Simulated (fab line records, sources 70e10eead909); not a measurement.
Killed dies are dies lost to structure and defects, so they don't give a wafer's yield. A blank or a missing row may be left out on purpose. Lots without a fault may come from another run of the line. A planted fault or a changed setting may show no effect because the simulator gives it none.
Which tool did it? | flow nand_harc | 24 lots, 72 wafers sampled, at 3 steps of a route of 1302

WHAT THE GAUGES READ, wafer by wafer
NHARC_P_STI_CD_MEAS_16. Usual: cd_nm 198.8 nm, standard deviation 2.4.
lot  | measured     | on        | cd_nm (nm)        | flag
L074 | day 2 19:37  | cd_sem-03 | 198.6 197.2 200.4 |
L075 | day 3 08:51  | cd_sem-03 | 198.6 200.5 202.9 |
L076 | day 3 14:56  | cd_sem-03 | 199.3 199.7 199.1 |
L077 | day 4 02:17  | cd_sem-01 | 199.6 200.2 194.7 |
L078 | day 4 12:31  | cd_sem-02 | 198.1 196.7 199.1 |
L079 | day 4 21:44  | cd_sem-02 | 197.7 195.9 194.4 |
L080 | day 5 06:56  | cd_sem-01 | 194.0 195.4 199.5 |
L081 | day 5 17:55  | cd_sem-02 | 197.9 196.4 194.5 |
L082 | day 6 04:38  | cd_sem-03 | 198.6 201.1 198.1 |
L083 | day 6 14:04  | cd_sem-02 | 198.9 195.3 198.2 |
L084 | day 6 23:23  | cd_sem-02 | 204.4 201.1 202.5 |
L085 | day 7 08:54  | cd_sem-01 | 198.1 200.0 198.1 |
L086 | day 7 19:25  | cd_sem-03 | 196.7 200.3 196.2 |
L087 | day 8 05:31  | cd_sem-02 | 199.3 201.4 202.1 |
L088 | day 8 15:22  | cd_sem-03 | 197.7 197.4 196.4 |
L089 | day 9 01:07  | cd_sem-01 | 200.6 203.0 199.9 |
L090 | day 9 10:56  | cd_sem-03 | 201.9 200.2 204.5 |
L091 | day 9 21:22  | cd_sem-03 | 200.0 197.5 197.6 |
L092 | day 10 07:50 | cd_sem-02 | 199.2 201.8 201.7 |
L093 | day 10 17:41 | cd_sem-03 | 201.5 198.3 198.1 |
L094 | day 11 04:23 | cd_sem-01 | 200.8 194.7 197.4 |
L095 | day 11 13:17 | cd_sem-02 | 197.6 199.2 200.6 |
L096 | day 11 23:37 | cd_sem-03 | 202.0 200.7 201.2 |
L097 | day 12 09:02 | cd_sem-02 | 202.7 198.8 201.8 |

NHARC_P_GATE_CD_MEAS_46: target cd 720 nm. Usual: cd_nm 721.6 nm, standard deviation 2.6.
lot  | measured     | on        | cd_nm (nm)        | flag
L074 | day 5 09:36  | cd_sem-03 | 721.3 719.0 718.9 |
L075 | day 5 23:12  | cd_sem-01 | 720.2 719.1 722.6 |
L076 | day 6 04:26  | cd_sem-02 | 725.0 720.4 723.7 |
L077 | day 6 14:22  | cd_sem-02 | 718.6 719.4 717.7 |
L078 | day 9 18:01  | cd_sem-02 | 719.8 718.0 718.6 |
L079 | day 10 05:56 | cd_sem-01 | 722.3 724.7 721.2 |
L080 | day 10 00:13 | cd_sem-02 | 724.9 721.8 725.7 |
L081 | day 9 17:12  | cd_sem-03 | 725.2 722.9 722.1 |
L082 | day 9 16:40  | cd_sem-01 | 720.9 718.5 720.4 |
L083 | day 9 23:33  | cd_sem-01 | 720.3 718.7 721.1 |
L084 | day 10 00:38 | cd_sem-03 | 724.0 722.4 721.1 |
L085 | day 10 08:53 | cd_sem-03 | 718.6 720.7 720.1 |
L086 | day 10 12:29 | cd_sem-03 | 727.4 725.8 723.1 |
L087 | day 11 10:20 | cd_sem-01 | 723.5 722.6 725.8 |
L088 | day 11 11:37 | cd_sem-01 | 725.4 724.7 723.4 |
L089 | day 11 14:50 | cd_sem-02 | 721.7 721.4 725.3 |
L090 | day 12 03:43 | cd_sem-02 | 720.2 719.7 721.8 |
L091 | day 12 10:31 | cd_sem-03 | 721.9 723.7 720.1 |
L092 | day 13 04:56 | cd_sem-01 | 718.1 716.9 716.3 |
L093 | day 13 06:39 | cd_sem-03 | 718.6 718.9 719.5 |
L094 | day 13 18:06 | cd_sem-01 | 723.2 727.5 725.7 |
L095 | day 14 14:10 | cd_sem-03 | 719.7 719.4 719.9 |
L096 | day 14 20:20 | cd_sem-02 | 721.6 722.8 722.9 |
L097 | day 15 01:39 | cd_sem-02 | 717.2 717.1 718.3 |

WHICH TOOL RAN EACH LOT (tool, then ch and the chambers of the sampled wafers, then the start)
lot  | NHARC_P_ZERO_WELL_DESCUM_13
L074 | rie_diel-06 ch 1,3, day 1 21:24
L075 | rie_diel-06 ch 1,2,3, day 2 07:25
L076 | rie_diel-10 ch 0,1, day 2 17:25
L077 | rie_diel-06 ch 2,3, day 3 03:28
L078 | rie_diel-06 ch 0,2,3, day 3 13:17
L079 | rie_diel-06 ch 1,2,3, day 3 23:26
L080 | rie_diel-10 ch 0,2,3, day 4 09:25
L081 | rie_diel-06 ch 1,3, day 4 19:29
L082 | rie_diel-06 ch 1,3, day 5 05:25
L083 | rie_diel-06 ch 0,1,2, day 5 15:25
L084 | rie_diel-10 ch 0,1,3, day 6 01:24
L085 | rie_diel-01 ch 1,2,3, day 6 11:26
L086 | rie_diel-01 ch 1,2,3, day 6 21:29
L087 | rie_diel-01 ch 0,1,3, day 7 07:24
L088 | rie_diel-10 ch 0,1,3, day 7 17:17
L089 | rie_diel-06 ch 1,2, day 8 03:25
L090 | rie_diel-06 ch 1,2, day 8 13:25
L091 | rie_diel-06 ch 2,3, day 8 23:16
L092 | rie_diel-06 ch 2,3, day 9 09:26
L093 | rie_diel-10 ch 0,1,3, day 9 19:25
L094 | rie_diel-01 ch 0,2,3, day 10 05:35
L095 | rie_diel-10 ch 1,3, day 10 15:17
L096 | rie_diel-10 ch 0,1,3, day 11 01:17
L097 | rie_diel-06 ch 1,3, day 11 11:29
- NHARC_P_ZERO_WELL_DESCUM_13: chemistry O2, time 3 s.

WHAT THE TOOLS THEMSELVES READ (means of the sampled wafers that have a number; where no wafer has one, the mark that the record gives instead)
NHARC_P_ZERO_WELL_DESCUM_13. Usual: drypump_motor_current_A 5.8 A, standard deviation 0.59; oes_product_au 1.000 a.u., standard deviation 0.0084; rf_vpp_V 57.8 V, standard deviation 0.84; showerhead_plenum_p_Torr 1.90 Torr, standard deviation 0.063; throttle_valve_pct 11.310 %, standard deviation 0.0091.
lot  | tool        | drypump_motor_current_A (A) | oes_product_au (a.u.) | rf_vpp_V (V) | showerhead_plenum_p_Torr (Torr) | throttle_valve_pct (%) | flag
L074 | rie_diel-06 | 5.7                         | 0.995                 | 57.3         | 1.93                            | 11.310                 |
L075 | rie_diel-06 | 5.8                         | 0.999                 | 58.0         | 1.91                            | 11.312                 |
L076 | rie_diel-10 | 5.6                         | 1.009                 | 57.9         | 1.85                            | 11.306                 |
L077 | rie_diel-06 | 5.6                         | 0.993                 | 57.5         | 1.89                            | 11.319                 |
L078 | rie_diel-06 | 6.0                         | 0.990                 | 57.3         | 1.88                            | 11.316                 |
L079 | rie_diel-06 | 5.8                         | 0.996                 | 57.0         | 1.90                            | 11.306                 |
L080 | rie_diel-10 | 5.2                         | 1.002                 | 58.7         | 1.94                            | 11.307                 |
L081 | rie_diel-06 | 5.9                         | 0.992                 | 57.5         | 1.94                            | 11.303                 |
L082 | rie_diel-06 | 5.9                         | 0.990                 | 57.8         | 1.94                            | 11.312                 |
L083 | rie_diel-06 | 6.3                         | 0.997                 | 58.0         | 1.89                            | 11.311                 |
L084 | rie_diel-10 | 5.5                         | 1.000                 | 57.9         | 1.92                            | 11.301                 |
L085 | rie_diel-01 | 5.8                         | 1.001                 | 57.6         | 1.89                            | 11.298                 |
L086 | rie_diel-01 | 5.8                         | 0.998                 | 57.2         | 1.89                            | 11.308                 |
L087 | rie_diel-01 | 6.4                         | 1.003                 | 57.3         | 1.92                            | 11.307                 |
L088 | rie_diel-10 | 5.5                         | 1.002                 | 58.7         | 1.92                            | 11.310                 |
L089 | rie_diel-06 | 6.0                         | 1.004                 | 57.4         | 1.91                            | 11.310                 |
L090 | rie_diel-06 | 6.0                         | 1.000                 | 57.9         | 1.86                            | 11.304                 |
L091 | rie_diel-06 | 5.7                         | 0.997                 | 57.6         | 1.85                            | 11.313                 |
L092 | rie_diel-06 | 5.6                         | 0.999                 | 58.4         | 1.87                            | 11.305                 |
L093 | rie_diel-10 | 5.5                         | 1.004                 | 58.5         | 1.91                            | 11.309                 |
L094 | rie_diel-01 | 5.9                         | 1.012                 | 57.0         | 1.94                            | 11.315                 |
L095 | rie_diel-10 | 5.5                         | 0.999                 | 57.4         | 1.96                            | 11.316                 |
L096 | rie_diel-10 | 5.5                         | 1.010                 | 56.8         | 1.91                            | 11.308                 |
L097 | rie_diel-06 | 5.7                         | 0.998                 | 57.4         | 1.91                            | 11.307                 |

THE ANSWER, worked out from the rows above alone
Rule: a lot is off if the mean of its wafers that have a number lies more than 3 standard deviations from the usual mean. A lot without any number at a reading at which 4 lots or more have one is off too. The other lots that the step has rows for count as sound. The gauges are gone through in route order, then the tools' own readings, and for those a lot's mean is taken as printed above. The first step at which some lot is off is used, and at that step the reading that is off furthest; a lot without a number counts as furthest.
No lot is off at any reading shown: from this, nothing can be told.

WHAT THE SIMULATOR HAD PUT IN
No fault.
